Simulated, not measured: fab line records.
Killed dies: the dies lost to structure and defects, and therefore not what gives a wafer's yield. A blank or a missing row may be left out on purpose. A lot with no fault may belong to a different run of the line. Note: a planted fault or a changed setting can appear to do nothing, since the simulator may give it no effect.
fab line records + flow nand-harc
[record]
- lots = 6
- wafers = 18
- last-day = 32
route steps=1302 shown P_ZERO_WELL@68 P_STI@69 END@1302
lots that met no fault: taken from a fault-free run of the same line
start-h: the number of hours between the record's first day and the start of the first shown wafer of the lot + wait-h: hours elapsed since this lot's preceding step + " the same as in the row above + L1.1+2: several wafers, shown together as one row + - no value, or no start given + * or withheld: withheld + < > ~ a bound
route shown NAME@n: NAME is a module with steps in the file, n the number in the route of the first one + usual: mean/standard deviation of fault-free wafers + same: alike in all rows + chamber/n: place in a boat + sites: the reading at each site + _std_site: the values' standard deviation + _edge_site: inner sites' mean taken away from outer sites' mean + radius-mm: for every site, how far away it sits from the centre of the wafer + mask NAME#n: copy n + behind: the last tool/chamber to shape the wafer + hold: the reason the lot was held/the length of the hold in hours/how it ended + device: the n, p or np transistor that did not switch + end of line: tests of these same wafers at the route's end + a step given without rows: its recipe and nothing more + killed: count of dies lost to structure and defects at first sort (not the wafer's yield) + map: the dies of a wafer, with x for killed, . for not killed, _ for no die there
set.NAME: setting as actually run; set.NAME@STEP: the setting as run at that earlier step + model.NAME: the simulator's own value behind a step, which no gauge read
a table for each step, a row for each wafer; lots at some steps of the route
services: from which hour (start-h, from the record's first day; less than 0 if before it) a tool's chamber was out of use, for how many hours, and why
[[steps]]
[step NHARC_P_ZERO_WELL_INSPECT_43]
[usual]
- raw-defect-count = 13/5.4
| lot.wafer | tool              | chamber | start-h | wait-h | raw-defect-count |
|-----------|-------------------|---------|---------|--------|------------------|
| L898.1    | defect-inspect-02 | -       | 47.72   | 0.6    | 16               |
| L898.5    | "                 | -       | "       | "      | 14               |
| L898.6    | "                 | -       | "       | "      | 13               |
| L900.1    | defect-inspect-01 | -       | 67.60   | 0.6    | 5                |
| L900.4    | "                 | -       | "       | "      | 7                |
| L900.5    | "                 | -       | "       | "      | 9                |
| L906.1    | defect-inspect-02 | -       | 127.62  | 0.6    | 18               |
| L906.2    | "                 | -       | "       | "      | 15               |
| L906.6    | "                 | -       | "       | "      | 16               |
| L908.1    | defect-inspect-01 | -       | 148.63  | 0.6    | 13               |
| L908.5    | "                 | -       | "       | "      | 9                |
| L908.6    | "                 | -       | "       | "      | 12               |
| L913.1    | defect-inspect-01 | -       | 197.86  | 0.6    | 12               |
| L913.4    | "                 | -       | "       | "      | 18               |
| L913.6    | "                 | -       | "       | "      | 7                |
| L915.4    | defect-inspect-02 | -       | 217.42  | 0.2    | 10               |
| L915.5    | "                 | -       | "       | "      | 10               |
| L915.6    | "                 | -       | "       | "      | 12               |
[step NHARC_P_STI_ETCH_26]
[recipe]
- target-depth-a = 110
- chemistry = dHF
- material = SiO2
[step NHARC_P_STI_PRECLEAN_27]
[recipe]
- time-s = *
- temp-c = 50
- bath-age-min = 0
- chemistry = SC1
[step NHARC_P_STI_SRD_28]
[step NHARC_P_STI_OXIDE_29]
[recipe]
- target-thk-a = 100
- temp-c = 900
- ox-time-s = 1362
- material = SiO2
[step NHARC_P_STI_HM_DEP_30]
[recipe]
- target-thk-a = 800
- temp-c = 790
- pressure-mtorr = 300
- time-s = 873
- material = Si3N4
[step NHARC_P_STI_DEHYDRATE_01]
[recipe]
- temp-c = 150
- time-s = 120
[step NHARC_P_STI_HMDS_02]
[recipe]
- time-s = 30
[step NHARC_P_STI_COAT_41]
[recipe]
- temp-c = 200
- time-s = 65
[step NHARC_P_STI_COAT_03]
[recipe]
- spin-rpm = 2000
- resist-thk-nm = 600
[step NHARC_P_STI_SOFTBAKE_04]
[recipe]
- temp-c = 125
- time-s = 70
[step NHARC_P_STI_EBR_05]
[step NHARC_P_STI_EXPOSE_06]
[recipe]
- na = 0.55
- target-cd-nm = 200
- dose-mj = 37.69
- mask-id = P_STI
| lot.wafer  | tool           | chamber | start-h | wait-h | mask    | model.P_STI.overlay-x-nm |
|------------|----------------|---------|---------|--------|---------|--------------------------|
| L898.1+5+6 | krf-scanner-02 | 0       | 64.37   | -      | P_STI#0 | -2.983                   |
| L900.1+4+5 | krf-scanner-03 | 0       | 82.11   | -      | P_STI#0 | -11                      |
| L906.1+2+6 | krf-scanner-03 | 0       | 142.50  | -      | P_STI#0 | 10.81                    |
| L908.1+5+6 | krf-scanner-03 | 0       | 164.97  | -      | P_STI#0 | 14.61                    |
| L913.1+4+6 | krf-scanner-01 | 0       | 212.83  | -      | P_STI#0 | 1.828                    |
| L915.4+5+6 | krf-scanner-01 | 0       | 234.61  | -      | P_STI#0 | -9.381                   |
[step NHARC_P_STI_PEB_07]
[recipe]
- peb-temp-c = 128
- peb-time-s = 80
[step NHARC_END_SORT_01]
[recipe]
- temp-c = 25
[usual]
- killed-at-array = 52/20
- killed-at-other = 1.0/1.3
- killed-at-periphery = 3.7/2.2
- killed-dies = 57/20
- killed-open = 3.2/1.6
- killed-short = 2.4/1.6
[same]
- gross-dies = 677
| lot.wafer | tool      | chamber | start-h | wait-h | killed-at-array | killed-at-other | killed-at-periphery | killed-dies | killed-open | killed-short |
|-----------|-----------|---------|---------|--------|-----------------|-----------------|---------------------|-------------|-------------|--------------|
| L913.1    | prober-01 | 0       | 726.94  | 2.5    | 73              | 1               | 2                   | 76          | 2           | 3            |
| L913.4    | prober-01 | 0       | 729.30  | 3.4    | 69              | 2               | 8                   | 79          | 3           | 2            |
| L913.6    | prober-01 | 0       | 730.87  | 3.9    | 83              | 0               | 5                   | 88          | 5           | 3            |
| L915.4    | prober-01 | 0       | 763.99  | 3.4    | 75              | 1               | 6                   | 82          | 4           | 4            |
| L915.5    | prober-01 | 0       | 764.79  | 3.7    | 73              | 2               | 4                   | 79          | 2           | 3            |
| L915.6    | prober-01 | 0       | 765.60  | 4.0    | 87              | 1               | 5                   | 93          | 4           | 3            |
// killed by level:class
L913.1 A_CHANNEL_HOLE_D1:chamber-film-flake=33 A_SLIT:chamber-film-flake=30 A_CONTACT:chamber-film-flake=4 P_STI:chamber-film-flake=2 A_SOURCE_PLATE:geometric-particle:open=1 A_ONON_D2:geometric-particle:short=1 A_WL_FILL:geometric-particle:short=1 A_CONTACT:geometric-particle:short=1
L913.4 A_SLIT:chamber-film-flake=33 A_CHANNEL_HOLE_D1:chamber-film-flake=22 A_CONTACT:chamber-film-flake=6 P_STI:chamber-film-flake=4 P_ZERO_WELL:chamber-film-flake=2 A_CHANNEL_FILL_D1:chamber-film-flake=2 THIN_TSV:chamber-film-flake=2 P_GATE:geometric-particle:open=1
L913.6 A_SLIT:chamber-film-flake=37 A_CHANNEL_HOLE_D1:chamber-film-flake=26 A_CONTACT:chamber-film-flake=6 A_STAIRCASE:chamber-film-flake=4 A_ONON_D1:geometric-particle:open=2 P_GATE:chamber-film-flake=2 A_WL_FILL:chamber-film-flake=2 P_GATE:geometric-particle:open=1
L915.4 A_SLIT:chamber-film-flake=31 A_CHANNEL_HOLE_D1:chamber-film-flake=26 A_CONTACT:chamber-film-flake=12 P_CONTACT:geometric-particle:open=2 P_GATE:chamber-film-flake=2 P_GATE:geometric-particle:open=1 A_ONON_D1:geometric-particle:short=1 A_CHANNEL_HOLE_D1:geometric-particle:short=1
L915.5 A_SLIT:chamber-film-flake=34 A_CHANNEL_HOLE_D1:chamber-film-flake=29 A_CONTACT:chamber-film-flake=5 P_GATE:chamber-film-flake=2 THIN_TSV:chamber-film-flake=2 P_M2:geometric-particle:open=1 A_ONON_D1:geometric-particle:open=1 A_CHANNEL_FILL_D1:geometric-particle:short=1
L915.6 A_SLIT:chamber-film-flake=34 A_CHANNEL_HOLE_D1:chamber-film-flake=28 A_CONTACT:chamber-film-flake=13 A_WL_FILL:geometric-particle:short=3 A_STAIRCASE:chamber-film-flake=3 A_CHANNEL_FILL_D2:geometric-particle:open=2 P_GATE:chamber-film-flake=2 P_BONDPAD:chamber-film-flake=2
[[services]]
| tool           | chamber | start-h | hours | kind        |
|----------------|---------|---------|-------|-------------|
| krf-scanner-03 | -       | 52.00   | 4.0   | pm          |
| krf-scanner-01 | 0       | 54.63   | -     | calibration |
| krf-scanner-02 | -       | 94.00   | 4.0   | pm          |
| krf-scanner-01 | -       | 140.04  | 4.0   | pm          |
| krf-scanner-02 | 0       | 203.43  | -     | calibration |
| krf-scanner-03 | -       | 214.60  | 0.7   | repair      |
| krf-scanner-03 | 0       | 217.74  | -     | calibration |
| krf-scanner-01 | 0       | 218.04  | -     | calibration |
| krf-scanner-03 | -       | 224.00  | 4.0   | pm          |
| krf-scanner-01 | -       | 228.85  | 0.2   | repair      |
[[key]]
first-sign none at tools or gauges
[model-effect]
- step = NHARC_P_STI_EXPOSE_06
- value = P_STI.overlay-x-nm
- without = -7.505
- struck = 12.71
met-at NHARC_P_STI_EXPOSE_06
struck-wafers L906.1,L906.2,L906.6,L908.1,L908.5,L908.6
tester-left-out L906,L908
onset-between 82.11 142.50
[fault]
- kind = scanner-matching-overlay
- tool = krf-scanner-03
- chamber = -
- onset-h = 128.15
- steps = NHARC_P_STI_EXPOSE_06
- offset = 20.215
// tester-left-out: of these lots the tester's yield and bins aren't shown, on N5 and GAA mostly nor the transistor test; their killed dies are dies lost to structure and defects alone, not to doping, threshold or leakage, so they don't give the yield
